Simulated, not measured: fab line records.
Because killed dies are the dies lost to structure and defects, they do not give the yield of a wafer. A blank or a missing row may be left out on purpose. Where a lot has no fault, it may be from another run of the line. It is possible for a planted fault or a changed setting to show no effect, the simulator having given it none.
fab line records	flow n5Finfet
record lots=5	wafers=15	lastDay=16
route steps=1938 shown BEOL_M6@1212
lots that met no fault: taken from a fault-free run of the same line
startH: hours from the record's first day to the start of the lot's first wafer shown	waitH: hours since the lot's step before	" unchanged from the row above	L1.1+2: one row covering several wafers at once	- value missing, or start not given	* or withheld: withheld	< > ~ a bound
route shown NAME@n: a module of which the file shows steps, and the number in the route of the first	usual: mean/standard deviation of fault-free wafers	same: alike in all rows	chamber/n: place in a boat	sites: readings site by site	_std_site: the standard deviation of these	_edge_site: mean of outer sites minus mean of inner sites	radiusMm: for every site, how far away it sits from the centre of the wafer	mask NAME#n: copy n	behind: tool/chamber where the wafer was last shaped	hold: the reason the lot was held/the length of the hold in hours/how it ended	device: transistor that didn't switch, given as n, p or np	end of line: tests of these same wafers at the route's end	step lacking rows: just its recipe	killed: dies that structure and defects cost at the first sort, which is not the same as the wafer's yield	map: the dies of a wafer, with x for killed, . for not killed, _ for no die there
set.NAME: setting as actually run; set.NAME@STEP: the setting as run at that earlier step	model.NAME: the simulator's own value behind a step, which no gauge read
lots at selected steps of the route; one table per step, one row per wafer
services: the hour from which a tool's chamber was out of use, counted from the record's first day as startH (under 0 if before that day), plus the number of hours and why
## steps
# step N5_BEOL_M6_ETCH_62
# recipe chemistry=N2/H2	target=SOC	targetDepthA=1100	overetchA=220	maskMaterial=SiARC	tempC=40	timeS=165	ionEnergyEv=200	pressureMtorr=30	sourceW=840	biasW=150	n2FlowSccm=200	h2FlowSccm=200
# usual biasW=150.0/0.44	drypumpMotorCurrentA=5.7/0.44	oesProductAu=0.67/0.075	rfVppV=523.3/2.6	showerheadPlenumPTorr=2.52/0.09	throttleValvePct=17.77/0.18
lot.wafer	tool	chamber	startH	waitH	biasW	drypumpMotorCurrentA	oesProductAu	rfHoursCounterH	rfVppV	showerheadPlenumPTorr	throttleValvePct
L551.1	rieDiel-06	1	211.53	0.0	150.7	5.4	0.64	149	523.4	2.53	17.42
L551.3	"	3	"	"	149.8	6.4	0.59	211	519.8	2.41	17.76
L551.5	"	1	"	"	150.5	5.4	0.65	-	523.7	2.53	17.44
L552.2	rieDiel-03	1	221.24	0.0	150.1	5.3	0.78	25	526.9	2.60	17.87
L552.3	"	3	"	"	149.6	5.6	0.73	58	522.7	2.48	17.74
L552.6	"	2	"	"	149.7	6.2	0.61	-	520.7	2.44	18.02
L560.1	rieDiel-05	2	259.22	0.0	150.5	5.6	0.61	214	526.2	2.61	17.52
L560.4	"	1	"	"	150.0	5.2	0.60	216	522.6	2.51	17.95
L560.6	"	3	"	"	150.0	5.2	0.72	-	522.0	2.48	17.91
L562.2	rieDiel-03	2	282.42	0.0	150.0	6.2	0.61	208	519.5	2.43	18.05
L562.5	"	1	"	"	150.3	5.3	0.75	-	526.8	2.59	17.90
L562.6	"	2	"	"	149.6	6.2	0.61	-	519.3	2.43	18.04
L565.1	rieDiel-06	1	290.54	0.0	149.2	5.4	0.63	178	524.3	2.52	17.48
L565.3	"	0	"	"	149.8	5.1	0.79	16	524.6	2.60	17.65
L565.4	"	2	"	"	149.6	5.7	0.74	40	529.6	2.70	17.56
# step N5_BEOL_M6_STRIP_68
# recipe chemistry=N2/H2	tempC=40	n2FlowSccm=200	h2FlowSccm=200	rfFrequencyHz=6e+07
# step N5_BEOL_M6_STRIP_67
# recipe chemistry=CF4	resist=SiARC	powerW=300	biasPowerW=75	pressureMtorr=50	cf4FlowSccm=150	rfFrequencyHz=6e+07
# usual drypumpMotorCurrentA=5.7/0.44	oesProductAu=0.80/0.088	rfVppV=270.8/1.6	showerheadPlenumPTorr=1.78/0.063	throttleValvePct=13.54/0.14
lot.wafer	tool	chamber	startH	waitH	drypumpMotorCurrentA	oesProductAu	rfHoursCounterH	rfVppV	showerheadPlenumPTorr	throttleValvePct
L551.1	rieDiel-06	1	211.68	0.0	5.4	0.75	149	271.6	1.79	13.39
L551.3	"	3	"	"	6.4	0.71	211	269.1	1.70	13.60
L551.5	"	1	"	"	5.4	0.76	-	272.6	1.79	13.36
L552.2	rieDiel-03	1	221.39	0.0	5.3	0.92	25	271.9	1.83	13.52
L552.3	"	3	"	"	5.6	0.85	58	270.7	1.75	13.47
L552.6	"	2	"	"	6.2	0.73	-	269.5	1.70	13.64
L560.1	rieDiel-05	2	259.37	0.0	5.6	0.72	214	272.8	1.84	13.39
L560.4	"	1	"	"	5.2	0.71	216	270.3	1.76	13.69
L560.6	"	3	"	"	5.2	0.85	-	270.7	1.75	13.56
L562.2	rieDiel-03	2	282.57	0.0	6.1	0.72	208	269.8	1.70	13.68
L562.5	"	1	"	"	5.3	0.88	-	270.8	1.83	13.55
L562.6	"	2	"	"	6.2	0.71	-	269.5	1.70	13.67
L565.1	rieDiel-06	1	290.68	0.0	5.4	0.74	178	271.5	1.78	13.46
L565.3	"	0	"	"	5.0	0.92	16	271.8	1.83	13.31
L565.4	"	2	"	"	5.7	0.87	40	275.3	1.90	13.35
# step N5_BEOL_M6_HM_OPEN_17
# recipe chemistry=Cl2/BCl3	targetDepthA=200	overetchA=60	target=TiN	maskMaterial=SOC	ionEnergyEv=150	pressureMtorr=10	icpW=1000	biasW=126	Cl2_flow_sccm=53.25	bcl3FlowSccm=21.75	Ar_flow_sccm=25
# step N5_BEOL_M6_STRIP_19
# recipe chemistry=O2	powerW=400	tempC=40	pressureMtorr=30	rfFrequencyHz=6e+07	biasPowerW=0	overashFraction=0.2	o2FlowSccm=225
# usual drypumpMotorCurrentA=5.7/0.41	oesProductAu=0.80/0.088	rfVppV=3.6/0.58	showerheadPlenumPTorr=2.08/0.075	throttleValvePct=16.67/0.15
# same overashFraction=0.2
lot.wafer	tool	chamber	startH	waitH	drypumpMotorCurrentA	oesProductAu	rfHoursCounterH	rfVppV	showerheadPlenumPTorr	throttleValvePct
L551.1	rieDiel-05	1	211.87	0.1	5.2	0.72	199	3.4	2.08	16.75
L551.3	"	2	"	"	5.7	0.74	196	3.5	2.18	16.44
L551.5	"	3	"	"	5.2	0.90	-	3.4	2.05	16.68
L552.2	rieDiel-06	1	221.68	0.2	5.4	0.74	152	3.7	2.08	16.41
L552.3	"	3	"	"	6.5	0.71	215	4.3	1.99	16.69
L552.6	"	1	"	"	5.4	0.74	-	3.8	2.08	16.41
L560.1	rieDiel-03	3	259.52	0.1	5.6	0.84	71	3.6	2.03	16.57
L560.4	"	2	"	"	6.2	0.71	200	3.3	2.00	16.82
L560.6	"	0	"	"	6.1	0.78	-	3.2	2.03	16.79
L562.2	rieDiel-05	3	282.72	0.1	5.2	0.85	50	4.5	2.04	16.71
L562.5	"	2	"	"	5.6	0.72	-	3.8	2.17	16.48
L562.6	"	0	"	"	5.7	0.68	-	2.8	2.06	16.81
L565.1	rieDiel-06	2	290.90	0.1	5.6	0.88	40	3.5	2.23	16.45
L565.3	"	0	"	"	5.1	0.94	16	3.7	2.17	16.64
L565.4	"	1	"	"	5.4	0.74	178	2.7	2.08	16.46
# step N5_BEOL_M6_CD_MEAS_18
# recipe pitchNm=80	targetCdNm=40
# usual cdNm=40.3/0.62
lot.wafer	tool	chamber	startH	waitH	cdNm
L551.1	cdSem-03	-	211.94	0.0	41.6
L551.3	"	-	"	"	41.2
L551.5	"	-	"	"	41.7
L552.2	cdSem-02	-	221.75	0.1	38.8
L552.3	"	-	"	"	39.5
L552.6	"	-	"	"	39.6
L560.1	cdSem-01	-	259.59	0.0	40.4
L560.4	"	-	"	"	39.8
L560.6	"	-	"	"	40.9
L562.2	cdSem-02	-	282.80	0.1	39.7
L562.5	"	-	"	"	40.4
L562.6	"	-	"	"	41.5
L565.1	cdSem-02	-	290.97	0.0	40.0
L565.3	"	-	"	"	40.1
L565.4	"	-	"	"	40.5
# step N5_BEOL_M6_COAT_63
# recipe resist=SOC	tempC=250	timeS=60	spinRpm=1500	resistThkNm=60
# step N5_BEOL_M6_COAT_64
# recipe resist=SiARC	tempC=220	timeS=60	spinRpm=1500	resistThkNm=12
# step N5_BEOL_M6_COAT_71
# recipe resist=underlayer	tempC=205	timeS=60	spinRpm=1500	resistThkNm=5
# step N5_BEOL_M6_COAT_22
# recipe resist=CAR-EUV	spinRpm=1500	resistThkNm=30
# step N5_BEOL_M6_EBR_24
# recipe solvent=PGMEA	ebrWidthMm=1.5
# step N5_BEOL_M6_SOFTBAKE_23
# recipe tempC=110	timeS=60	resist=CAR-EUV
# step N5_BEOL_M6_EXPOSE_25
# recipe maskId=V5	na=0.33	sourceShape=annular	sigmaInner=0.4	sigmaOuter=0.8	polarization=unpolarized	targetCdNm=40	doseMj=45
# usual exposureDoseMJCm2=45.3/0.32	focusOffsetNm=0.1/0.54
lot.wafer	tool	chamber	startH	waitH	mask	exposureDoseMJCm2	focusOffsetNm
L551.1	euvScanner-02	0	214.92	-	V5#0	44.8	0.0
L551.3	"	0	"	"	V5#0	44.9	0.2
L551.5	"	0	"	"	V5#0	44.9	-0.9
L552.2	euvScanner-01	0	222.05	-	V5#0	45.6	1.0
L552.3	"	0	"	"	V5#0	45.5	0.7
L552.6	"	0	"	"	V5#0	45.5	0.2
L560.1	euvScanner-02	0	259.76	-	V5#0	46.1	-0.7
L560.4	"	0	"	"	V5#0	46.1	-0.3
L560.6	"	0	"	"	V5#0	46.1	-0.2
L562.2	euvScanner-01	0	283.12	-	V5#0	45.6	0.1
L562.5	"	0	"	"	V5#0	45.6	0.7
L562.6	"	0	"	"	V5#0	45.6	-0.2
L565.1	euvScanner-01	0	292.75	-	V5#0	45.6	0.4
L565.3	"	0	"	"	V5#0	45.6	0.8
L565.4	"	0	"	"	V5#0	45.5	-0.9
# step N5_BEOL_M6_PEB_26
# recipe pebTempC=100	pebTimeS=60	resist=CAR-EUV
# step N5_BEOL_M6_DEVELOP_27
# recipe developTimeS=30	developer=TMAH	resist=CAR-EUV	rinseLiquid=surfactantRinse	dry=airSpin	devTempC=23
# step N5_BEOL_M6_CD_MEAS_28
# recipe targetCdNm=40	landingEnergyEv=500	detector=seInlens
# usual cdNm=39.96/0.19
lot.wafer	tool	chamber	startH	waitH	cdNm
L551.1	cdSem-02	0	215.06	-	40.03
L551.3	"	0	"	"	39.86
L551.5	"	0	"	"	39.97
L552.2	cdSem-02	0	222.18	-	39.81
L552.3	"	0	"	"	40.15
L552.6	"	0	"	"	40.03
L560.1	cdSem-01	0	259.90	-	40.87
L560.4	"	0	"	"	40.69
L560.6	"	0	"	"	40.57
L562.2	cdSem-02	0	283.24	-	40.00
L562.5	"	0	"	"	39.59
L562.6	"	0	"	"	39.73
L565.1	cdSem-03	0	292.88	-	39.86
L565.3	"	0	"	"	39.77
L565.4	"	0	"	"	40.00
# step N5_BEOL_M6_OVL_MEAS_29
# recipe pointsPerWafer=522
# usual V5_OVL=0.1/0.53
lot.wafer	tool	chamber	startH	waitH	V5_OVL[nm]
L551.1	overlay-02	0	215.09	0.0	0.7
L551.3	"	0	"	"	0.2
L551.5	"	0	"	"	0.2
L552.2	overlay-02	0	222.22	0.0	0.4
L552.3	"	0	"	"	0.0
L552.6	"	0	"	"	-0.3
L560.1	overlay-01	0	259.93	0.0	0.5
L560.4	"	0	"	"	1.2
L560.6	"	0	"	"	1.0
L562.2	overlay-01	0	283.28	0.0	0.3
L562.5	"	0	"	"	-0.1
L562.6	"	0	"	"	0.3
L565.1	overlay-01	0	292.91	0.0	-0.3
L565.3	"	0	"	"	-0.8
L565.4	"	0	"	"	0.1
# step N5_BEOL_M6_INSPECT_30
# recipe mode=adi	inspectInstrument=brightfield
# usual rawDefectCount=404/96
lot.wafer	tool	chamber	startH	waitH	rawDefectCount
L551.1	defectInspect-01	-	215.15	0.1	420
L551.3	"	-	"	"	400
L551.5	"	-	"	"	495
L552.2	defectInspect-02	-	222.28	0.1	300
L552.3	"	-	"	"	304
L552.6	"	-	"	"	422
L560.1	defectInspect-01	-	259.99	0.1	466
L560.4	"	-	"	"	446
L560.6	"	-	"	"	439
L562.2	defectInspect-02	-	283.33	0.0	270
L562.5	"	-	"	"	272
L562.6	"	-	"	"	281
L565.1	defectInspect-01	-	292.97	0.1	469
L565.3	"	-	"	"	377
L565.4	"	-	"	"	716
# step N5_BEOL_M6_DESCUM_33
# recipe chemistry=O2	timeS=7	sourcePowerW=50	biasPowerW=20	pressureMtorr=20	rfFrequencyHz=2.712e+07	tempC=40	resist=CAR-EUV	o2FlowSccm=225
# usual drypumpMotorCurrentA=5.7/0.42	oesProductAu=0.79/0.092	rfVppV=243.0/1.5	showerheadPlenumPTorr=2.08/0.08	throttleValvePct=20.43/0.18
lot.wafer	tool	chamber	startH	waitH	drypumpMotorCurrentA	oesProductAu	rfHoursCounterH	rfVppV	showerheadPlenumPTorr	throttleValvePct	model.BEOL_M6.cdNm
L551.1	rieDiel-06	3	215.18	0.0	6.5	0.69	212	241.2	1.98	20.37	39.8
L551.3	"	0	"	"	5.1	0.69	249	244.4	2.17	20.80	40.2
L551.5	"	2	"	"	5.7	0.93	-	245.6	2.24	20.20	40.4
L552.2	rieDiel-03	3	222.31	0.0	5.6	0.88	58	243.8	2.03	20.34	39.8
L552.3	"	1	"	"	5.3	0.92	25	242.6	2.16	20.61	40
L552.6	"	1	"	"	5.3	0.92	-	244.2	2.16	20.61	40
L560.1	rieDiel-06	3	260.02	0.0	6.4	0.69	228	241.3	1.98	20.39	40.6
L560.4	"	2	"	"	5.7	0.89	30	245.0	2.23	20.22	40.8
L560.6	"	3	"	"	6.4	0.69	-	241.7	1.98	20.37	40.6
L562.2	rieDiel-03	3	283.61	0.3	5.6	0.85	79	242.1	2.03	20.35	39.6
L562.5	"	1	"	"	5.3	0.90	-	243.9	2.15	20.64	39.6
L562.6	"	0	"	"	6.1	0.77	-	241.6	2.02	20.59	40
L565.1	rieDiel-06	2	293.00	0.0	5.7	0.88	41	244.6	2.22	20.23	40
L565.3	"	3	"	"	6.4	0.69	239	241.6	1.98	20.39	39.6
L565.4	"	0	"	"	5.0	0.93	16	243.9	2.16	20.47	40
# step N5_BEOL_M6_ETCH_72
# recipe chemistry=N2/H2	target=underlayer	targetDepthA=65	maskMaterial=CAR-EUV	timeS=5.2	ionEnergyEv=200	pressureMtorr=30	sourceW=840	biasW=150	n2FlowSccm=200	h2FlowSccm=200	ends=cleared
# usual biasW=150.0/0.48	drypumpMotorCurrentA=5.7/0.42	etchRfOnTimeS=5.16/0.12	oesProductAu=0.68/0.074	rfVppV=524/3	showerheadPlenumPTorr=2.52/0.094	throttleValvePct=17.80/0.19
lot.wafer	tool	chamber	startH	waitH	biasW	drypumpMotorCurrentA	etchRfOnTimeS	oesProductAu	rfHoursCounterH	rfVppV	showerheadPlenumPTorr	throttleValvePct
L551.1	rieDiel-06	3	215.21	0.0	150.0	6.4	5.19	0.60	212	519	2.41	17.81
L551.3	"	0	"	"	149.7	5.0	5.36	0.58	249	526	2.60	18.10
L551.5	"	2	"	"	149.9	5.6	5.29	0.81	-	530	2.72	17.52
L552.2	rieDiel-03	3	222.35	0.0	149.0	5.6	5.20	0.73	58	525	2.48	17.75
L552.3	"	1	"	"	150.2	5.3	5.01	0.79	25	523	2.60	17.92
L552.6	"	1	"	"	151.0	5.3	5.04	0.78	-	528	2.60	17.93
L560.1	rieDiel-06	3	260.06	0.0	150.1	6.4	5.23	0.59	228	519	2.40	17.80
L560.4	"	2	"	"	150.4	5.7	5.36	0.75	30	530	2.71	17.59
L560.6	"	3	"	"	150.4	6.4	5.27	0.59	-	520	2.40	17.81
L562.2	rieDiel-03	3	283.64	0.0	150.4	5.6	5.17	0.71	79	522	2.47	17.80
L562.5	"	1	"	"	149.6	5.3	5.04	0.77	-	525	2.59	17.94
L562.6	"	0	"	"	150.0	6.1	5.00	0.67	-	522	2.43	17.79
L565.1	rieDiel-06	2	293.04	0.0	149.8	5.7	5.32	0.74	41	529	2.70	17.60
L565.3	"	3	"	"	149.7	6.5	5.27	0.59	239	519	2.39	17.81
L565.4	"	0	"	"	150.7	5.1	5.33	0.77	16	527	2.60	17.70
# step N5_BEOL_M6_ETCH_65
# recipe chemistry=CF4	target=SiARC	targetDepthA=156	maskMaterial=CAR-EUV	timeS=26	ionEnergyEv=80	pressureMtorr=40	sourceW=545	biasW=36	Ar_flow_sccm=100	cf4FlowSccm=100	ends=cleared
# step N5_BEOL_M6_ETCH_66
# recipe chemistry=N2/H2	target=SOC	targetDepthA=800	overetchA=160	maskMaterial=SiARC	tempC=40	timeS=120	ionEnergyEv=200	pressureMtorr=30	sourceW=840	biasW=150	n2FlowSccm=200	h2FlowSccm=200
# usual biasW=150.1/0.49	drypumpMotorCurrentA=5.7/0.42	oesProductAu=0.61/0.066	rfVppV=523.5/2.7	showerheadPlenumPTorr=2.52/0.094	throttleValvePct=17.76/0.19
lot.wafer	tool	chamber	startH	waitH	biasW	drypumpMotorCurrentA	oesProductAu	rfHoursCounterH	rfVppV	showerheadPlenumPTorr	throttleValvePct
L551.1	rieDiel-06	3	215.26	0.0	149.2	6.4	0.55	212	519.4	2.41	17.74
L551.3	"	0	"	"	150.5	5.0	0.54	249	525.1	2.60	18.06
L551.5	"	2	"	"	149.6	5.6	0.72	-	528.5	2.72	17.49
L552.2	rieDiel-03	3	222.39	0.0	149.6	5.6	0.66	58	523.6	2.48	17.72
L552.3	"	1	"	"	151.0	5.3	0.70	25	524.5	2.60	17.87
L552.6	"	1	"	"	150.8	5.3	0.70	-	525.1	2.60	17.86
L560.1	rieDiel-06	3	260.10	0.0	150.7	6.4	0.53	228	520.0	2.40	17.76
L560.4	"	2	"	"	150.5	5.7	0.68	30	529.1	2.71	17.51
L560.6	"	3	"	"	150.7	6.5	0.53	-	519.5	2.40	17.77
L562.2	rieDiel-03	3	283.69	0.0	150.0	5.6	0.64	79	522.8	2.47	17.74
L562.5	"	1	"	"	151.3	5.3	0.68	-	524.9	2.59	17.89
L562.6	"	0	"	"	150.1	6.1	0.59	-	520.3	2.43	17.74
L565.1	rieDiel-06	2	293.08	0.0	149.9	5.6	0.67	41	528.0	2.70	17.54
L565.3	"	3	"	"	149.6	6.4	0.53	239	521.1	2.39	17.80
L565.4	"	0	"	"	149.1	5.0	0.72	16	524.4	2.60	17.66
# step N5_BEOL_M6_STRIP_69
# recipe chemistry=N2/H2	tempC=40	n2FlowSccm=200	h2FlowSccm=200	rfFrequencyHz=6e+07
# step N5_BEOL_M6_STRIP_73
# recipe chemistry=N2/H2	tempC=40	n2FlowSccm=200	h2FlowSccm=200	rfFrequencyHz=6e+07
# step N5_BEOL_M6_VIA_ETCH_34
# recipe chemistry=C4F6/O2	target=SiCOH_lowk	targetDepthA=1263	maskMaterial=SOC	taperDeg=4	timeS=50.9	ionEnergyEv=250	pressureMtorr=30	sourceW=345	biasW=185	Ar_flow_sccm=300	C4F6_flow_sccm=10	O2_flow_sccm=10
# usual biasW=185.1/0.59	drypumpMotorCurrentA=5.7/0.42	oesProductAu=0.79/0.088	rfVppV=667/12	showerheadPlenumPTorr=2.83/0.093	throttleValvePct=20.86/0.17
lot.wafer	tool	chamber	startH	waitH	biasW	drypumpMotorCurrentA	oesProductAu	rfHoursCounterH	rfVppV	showerheadPlenumPTorr	throttleValvePct	model.BEOL_M6.cdNm
L551.1	rieDiel-06	3	215.36	0.0	184.6	6.4	0.70	212	665	2.72	20.90	40
L551.3	"	0	"	"	185.3	5.0	0.68	249	685	2.92	21.10	40
L551.5	"	2	"	"	184.5	5.6	0.93	-	657	3.01	20.54	40.4
L552.2	rieDiel-03	3	222.49	0.0	185.9	5.6	0.86	58	672	2.78	20.82	39.2
L552.3	"	1	"	"	185.1	5.3	0.93	25	687	2.90	20.87	40.2
L552.6	"	1	"	"	185.6	5.3	0.93	-	688	2.90	20.89	40.2
L560.1	rieDiel-06	3	260.20	0.0	185.0	6.4	0.69	228	666	2.71	20.90	40.4
L560.4	"	2	"	"	184.9	5.7	0.88	30	656	3.00	20.58	40.8
L560.6	"	3	"	"	184.8	6.4	0.69	-	665	2.71	20.93	40.6
L562.2	rieDiel-03	3	283.79	0.0	184.5	5.6	0.84	79	672	2.77	20.87	39.4
L562.5	"	1	"	"	183.8	5.3	0.88	-	687	2.89	20.92	40
L562.6	"	0	"	"	185.7	6.1	0.78	-	664	2.75	21.02	39.8
L565.1	rieDiel-06	2	293.18	0.0	183.7	5.6	0.87	41	655	3.00	20.60	40.2
L565.3	"	3	"	"	185.3	6.4	0.69	239	666	2.71	20.94	39.8
L565.4	"	0	"	"	185.1	5.0	0.92	16	682	2.91	20.77	40.2
# step N5_BEOL_M6_STRIP_76
# recipe chemistry=C4F6/O2	resist=SiARC	rfFrequencyHz=6e+07
## services
tool	chamber	startH	hours	kind
euvScanner-01	0	195.27	-	calibration
euvScanner-02	0	212.14	-	calibration
euvScanner-02	-	215.68	1.0	pm
euvScanner-01	-	216.74	1.0	pm
euvScanner-01	-	218.13	0.9	repair
rieDiel-06	0	219.61	-	clean
rieDiel-06	0	219.61	-	consumableReplace:focusRing
rieDiel-06	0	219.61	23.5	scheduledDown
rieDiel-06	0	219.61	23.5	ventCycle
rieDiel-03	0	223.19	7.0	repair
euvScanner-02	-	231.38	24.5	repair
rieDiel-06	3	249.82	7.8	repair
euvScanner-01	-	261.75	1.1	repair
rieDiel-06	1	268.25	3.5	repair
euvScanner-02	-	269.73	1.0	pm
euvScanner-01	-	272.18	1.0	pm
euvScanner-02	-	276.04	4.6	pm
rieDiel-05	1	280.42	2.5	repair
## key
firstSign step=N5_BEOL_M6_EXPOSE_25	reading=exposureDoseMJCm2	direction=up	sigmas=2.6	usual=45.3	struck=46.1
effect step=N5_BEOL_M6_CD_MEAS_28	reading=cdNm	direction=up	sigmas=4	usual=39.96	struck=40.71
modelEffect step=N5_BEOL_M6_DESCUM_33	value=BEOL_M6.cdNm	without=40.07	struck=40.67
modelEffect step=N5_BEOL_M6_VIA_ETCH_34	value=BEOL_M6.cdNm	without=40	struck=40.6
metAt N5_BEOL_M6_EXPOSE_25
struckWafers L560.1,L560.4,L560.6
onsetBetween 214.92 259.76
fault kind=processParameterDrift	tool=euvScanner-02	chamber=-	onsetH=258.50	steps=N5_BEOL_M6_EXPOSE_25	channel=doseMj	offset=1.276	shape=step	actsIn=theseRecipesOnly	stated=45
